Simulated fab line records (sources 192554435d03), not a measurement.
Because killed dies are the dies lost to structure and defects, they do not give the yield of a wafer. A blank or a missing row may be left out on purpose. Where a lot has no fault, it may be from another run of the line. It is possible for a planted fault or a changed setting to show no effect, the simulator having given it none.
Chamber matching || flow n5 finfet || N5_PMOS_HMC_CHANNEL_EPI_HM_DEP_34 on pecvd-02 has 3 sister chambers
The step deposits SiO2 from TEOS/O2, target thk 36 nm, time 6.9 s. 16 wafers are shown with their chamber, then 8 later ones without.

== WAFERS PAIRED WITH THEIR CHAMBERS ==
{"wafer": "L075.1", "chamber": 1, "throttle valve pct (%)": 19.2, "showerhead plenum p Torr (Torr)": 8.314, "heater power w (W)": 446}
{"wafer": "L075.5", "chamber": 1, "throttle valve pct (%)": 19.4, "showerhead plenum p Torr (Torr)": 8.312, "heater power w (W)": 461}
{"wafer": "L075.6", "chamber": 0, "throttle valve pct (%)": 20.1, "showerhead plenum p Torr (Torr)": 8.317, "heater power w (W)": 549}
{"wafer": "L078.3", "chamber": 0, "throttle valve pct (%)": 20.5, "showerhead plenum p Torr (Torr)": 8.323, "heater power w (W)": 513}
{"wafer": "L078.4", "chamber": 1, "throttle valve pct (%)": 19.3, "showerhead plenum p Torr (Torr)": 8.316, "heater power w (W)": 491}
{"wafer": "L078.6", "chamber": 0, "throttle valve pct (%)": 20.5, "showerhead plenum p Torr (Torr)": 8.308, "heater power w (W)": 511}
{"wafer": "L082.1", "chamber": 2, "throttle valve pct (%)": 18.4, "showerhead plenum p Torr (Torr)": 8.335, "heater power w (W)": 427}
{"wafer": "L082.4", "chamber": 1, "throttle valve pct (%)": 19.1, "showerhead plenum p Torr (Torr)": 8.302, "heater power w (W)": 593}
{"wafer": "L082.5", "chamber": 0, "throttle valve pct (%)": 20.5, "showerhead plenum p Torr (Torr)": 8.316, "heater power w (W)": 556}
{"wafer": "L087.3", "chamber": 0, "throttle valve pct (%)": 20.8, "showerhead plenum p Torr (Torr)": 8.302, "heater power w (W)": 433}
{"wafer": "L087.4", "chamber": 1, "throttle valve pct (%)": 19.3, "showerhead plenum p Torr (Torr)": 8.303, "heater power w (W)": 502}
{"wafer": "L087.6", "chamber": 0, "throttle valve pct (%)": 20.6, "showerhead plenum p Torr (Torr)": 8.294, "heater power w (W)": 440}
{"wafer": "L092.1", "chamber": 2, "throttle valve pct (%)": 18.7, "showerhead plenum p Torr (Torr)": 8.350, "heater power w (W)": 515}
{"wafer": "L092.2", "chamber": 1, "throttle valve pct (%)": 19.5, "showerhead plenum p Torr (Torr)": 8.317, "heater power w (W)": 503}
{"wafer": "L092.3", "chamber": 0, "throttle valve pct (%)": 20.6, "showerhead plenum p Torr (Torr)": 8.308, "heater power w (W)": 555}
{"wafer": "L093.1", "chamber": 0, "throttle valve pct (%)": 21.0, "showerhead plenum p Torr (Torr)": 8.300, "heater power w (W)": 515}

SIGNATURES (means of the wafers above)
{"reading": "throttle valve pct", "chamber 0": 20.575, "chamber 1": 19.300, "chamber 2": 18.550, "scatter within a chamber": 0.218}
{"reading": "showerhead plenum p Torr", "chamber 0": 8.30850, "chamber 1": 8.31067, "chamber 2": 8.34250, "scatter within a chamber": 0.00873}
{"reading": "heater power w", "chamber 0": 509.00, "chamber 1": 499.33, "chamber 2": 471.00, "scatter within a chamber": 50.8}
Rule: for a wafer and a chamber, the distance is found by dividing, reading by reading, the gap between the wafer's reading and the chamber's mean by the reading's scatter, squaring, summing and taking the root. The wafer belongs to the nearest chamber; if the next one is less than 2 further off, it can't be placed. The scatter: the root of (the sum of the squares of (reading less its chamber's mean) over the shown wafers, divided by (wafers less chambers)).

== WAFERS WITHOUT THEIR CHAMBER ==
{"wafer": "L093.2", "throttle valve pct (%)": 19.4, "showerhead plenum p Torr (Torr)": 8.291, "heater power w (W)": 470}
{"wafer": "L093.3", "throttle valve pct (%)": 18.4, "showerhead plenum p Torr (Torr)": 8.323, "heater power w (W)": 539}
{"wafer": "L093.4", "throttle valve pct (%)": 20.5, "showerhead plenum p Torr (Torr)": 8.325, "heater power w (W)": 509}
{"wafer": "L093.5", "throttle valve pct (%)": 19.5, "showerhead plenum p Torr (Torr)": 8.311, "heater power w (W)": 463}
{"wafer": "L093.6", "throttle valve pct (%)": 18.6, "showerhead plenum p Torr (Torr)": 8.350, "heater power w (W)": 539}
{"wafer": "L095.2", "throttle valve pct (%)": 19.5, "showerhead plenum p Torr (Torr)": 8.286, "heater power w (W)": 494}
{"wafer": "L095.3", "throttle valve pct (%)": 18.4, "showerhead plenum p Torr (Torr)": 8.330, "heater power w (W)": 477}
{"wafer": "L095.6", "throttle valve pct (%)": 20.6, "showerhead plenum p Torr (Torr)": 8.314, "heater power w (W)": 538}

== WHICH CHAMBER EACH WENT THROUGH ==
{"wafer": "L093.2", "from the rows above": 1, "in truth": 1}
{"wafer": "L093.3", "from the rows above": "can't be placed: 2 or 1", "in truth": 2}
{"wafer": "L093.4", "from the rows above": 0, "in truth": 0}
{"wafer": "L093.5", "from the rows above": 1, "in truth": 1}
{"wafer": "L093.6", "from the rows above": 2, "in truth": 2}
{"wafer": "L095.2", "from the rows above": 1, "in truth": 1}
{"wafer": "L095.3", "from the rows above": 2, "in truth": 2}
{"wafer": "L095.6", "from the rows above": 0, "in truth": 0}
Placed correctly: 7 of 8. From these rows, 1 cannot be placed; in 1 the true chamber is one of the candidates. Placed wrongly: 0.
